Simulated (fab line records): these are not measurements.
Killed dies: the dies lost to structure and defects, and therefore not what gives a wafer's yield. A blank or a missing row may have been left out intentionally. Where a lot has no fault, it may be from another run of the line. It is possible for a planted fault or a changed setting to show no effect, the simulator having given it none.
A struck lot beside a sound one + flow nand-harc + 37 out of 1302 route steps
Sound: these wafers, L516.1, L516.3, L516.4. Struck: wafers L532.3, L532.4, L532.6. The cause is named last.
Per side, at each step with rows, come the tool, then ch with its chambers, and then its first start. Under that, the readings that differ: sound wafers + struck wafers + difference of the means + sigmas: that difference in standard deviations of wafers without a fault.
alike: same words and numbers on both sides, and readings whose means sit less than 2 such deviations apart. not compared: any withheld reading, any reading some wafer has no value for, any bound like >300 that may hide the same value, and any number with overlapping values for which the record gives no deviation.
Wherever a step has rows on one side only, a row that says differs or no value, or a row with sigmas, the two part there. When numbers do not overlap yet have no deviation, they are printed without sigmas and do not part them. Lack of a reading on every wafer of one side parts them only where that side has two or more wafers.

NHARC_THIN_TSV_CD_MEAS_16:
  sound: cd-sem-01 at day 25 19:23; struck: cd-sem-01 at day 32 12:49
  alike: cd-nm
NHARC_THIN_TSV_STRIP_45: strips in O2.
  sound on plasma-asher-01 ch 0,1, day 25 19:31; struck on plasma-asher-02 ch 0,1, day 32 13:15
  alike: drypump-motor-current-A, heater-power-w
  not compared: rf-hours-counter-h
then, 1 step without rows for these wafers: NHARC_THIN_TSV_STRIP_46 (strips in post etch residue remover, time 1200 s).
NHARC_THIN_TSV_DEP_47: deposits SiO2, target thk 200 nm.
  sound on pecvd-03 ch 1,2, day 25 20:16; struck on pecvd-03 ch 1,2, day 32 14:07
  alike: throttle-valve-pct
then, 8 steps without rows for these wafers: NHARC_THIN_TSV_ETCHBACK_48 (etches the open film in C4F8/Ar, target depth 1028.5 nm, time 405.17 s); NHARC_THIN_TSV_STRIP_62 (strips in N2/H2, time 20 s); NHARC_THIN_TSV_DEGAS_49 (time 120 s); NHARC_THIN_TSV_PRE_CLEAN_50 (time 30 s); NHARC_THIN_TSV_PVD_19 (deposits TaN, target thk 20 nm); NHARC_THIN_TSV_PVD_51 (deposits Cu, target thk 100 nm); NHARC_THIN_TSV_ECD_20 (material Cu, target thk 2000 nm); NHARC_THIN_TSV_ANNEAL_52 (time 90 s).
NHARC_THIN_TSV_CMP_21: polishes, t overpolish 30 s, target thk 2000 nm.
  sound on cmp-02 ch 0,1,2, day 25 23:13; struck on cmp-01 ch 0,3, day 32 16:35
  no value came back on the struck wafers for edge-zone-pressure-frac, motor-current-A (A), overpolish-run-s (s); on the sound wafers edge-zone-pressure-frac reads 0.999 1.000 0.998
after that, 1 step had no rows for these wafers: NHARC_THIN_TSV_SRD_23.
NHARC_THIN_TSV_DEGAS_53: time 60 s.
  sound: pvd-sputter-02 at day 25 23:40; struck: pvd-sputter-03 at day 32 18:14
  alike: heater-power-w
NHARC_THIN_TSV_PRE_CLEAN_54: time 30 s.
  sound: pvd-sputter-02 at day 25 23:45; struck: pvd-sputter-03 at day 32 18:17
  alike: heater-power-w
then, 10 steps without rows for these wafers: NHARC_THIN_TSV_PVD_55 (deposits TiN, target thk 50 nm); NHARC_THIN_TSV_PVD_24 (deposits Al, target thk 800 nm); NHARC_THIN_TSV_DEHYDRATE_25 (time 120 s); NHARC_THIN_TSV_HMDS_26 (time 30 s); NHARC_THIN_TSV_COAT_27; NHARC_THIN_TSV_SOFTBAKE_28 (time 95 s); NHARC_THIN_TSV_EBR_29; NHARC_THIN_TSV_EXPOSE_30 (exposes mask PAD); NHARC_THIN_TSV_PEB_31 (peb time 85 s); NHARC_THIN_TSV_DEVELOP_32 (time 70 s).
NHARC_THIN_TSV_CD_MEAS_33 targets a cd of 5000 nm.
  sound on cd-sem-02 ch 0, day 26 00:41; struck on cd-sem-02 ch 0, day 32 19:22
  alike: cd-nm
then, 1 step without rows for these wafers: NHARC_THIN_TSV_HARDBAKE_34 (time 80 s).
NHARC_THIN_TSV_DESCUM_35: chemistry O2, time 3 s.
  sound on rie-diel-12 ch 0,3, day 26 00:52; struck on rie-diel-13 ch 0,2,3, day 32 19:32
| reading      | sound          | struck         | difference | sigmas |
|--------------|----------------|----------------|------------|--------|
| rf-vpp-V (V) | 57.4 57.1 57.1 | 59.3 59.2 59.0 | +2.0       | +2     |
  alike: drypump-motor-current-A, oes-product-au, showerhead-plenum-p-Torr, throttle-valve-pct
  not compared: rf-hours-counter-h
then, 4 steps without rows for these wafers: NHARC_THIN_TSV_ETCH_59 (etches the open film in Cl2/BCl3, target depth 880 nm, time 138.1 s); NHARC_THIN_TSV_ETCH_36 (etches the open film in Cl2/BCl3, target depth 65 nm, time 18.571 s); NHARC_THIN_TSV_STRIP_56 (strips in O2); NHARC_THIN_TSV_STRIP_57 (strips in post etch residue remover, time 1200 s).
NHARC_THIN_TSV_CD_MEAS_37:
  sound: cd-sem-03 at day 26 02:08; struck: cd-sem-01 at day 32 20:52
  alike: cd-nm
then, 1 step without rows for these wafers: NHARC_THIN_TSV_ANNEAL_58 (time 1800 s).
NHARC_THIN_TSV_INSPECT_40:
  sound: defect-inspect-02 at day 26 08:55; struck: defect-inspect-01 at day 33 03:08
| reading          | sound       | struck         | difference | sigmas |
|------------------|-------------|----------------|------------|--------|
| raw-defect-count | 524 459 375 | 6326 6298 6536 | +5934      | +65    |
NHARC_END_SORT_01:
  only the struck wafers appear in the record here, on prober-02 ch 0 at day 33 07:46; the sound ones have no rows

== WHERE THEY PART ==
Earliest at NHARC_THIN_TSV_CMP_21; latest, in this record, at NHARC_END_SORT_01.

WHY: what had been put in by the simulator
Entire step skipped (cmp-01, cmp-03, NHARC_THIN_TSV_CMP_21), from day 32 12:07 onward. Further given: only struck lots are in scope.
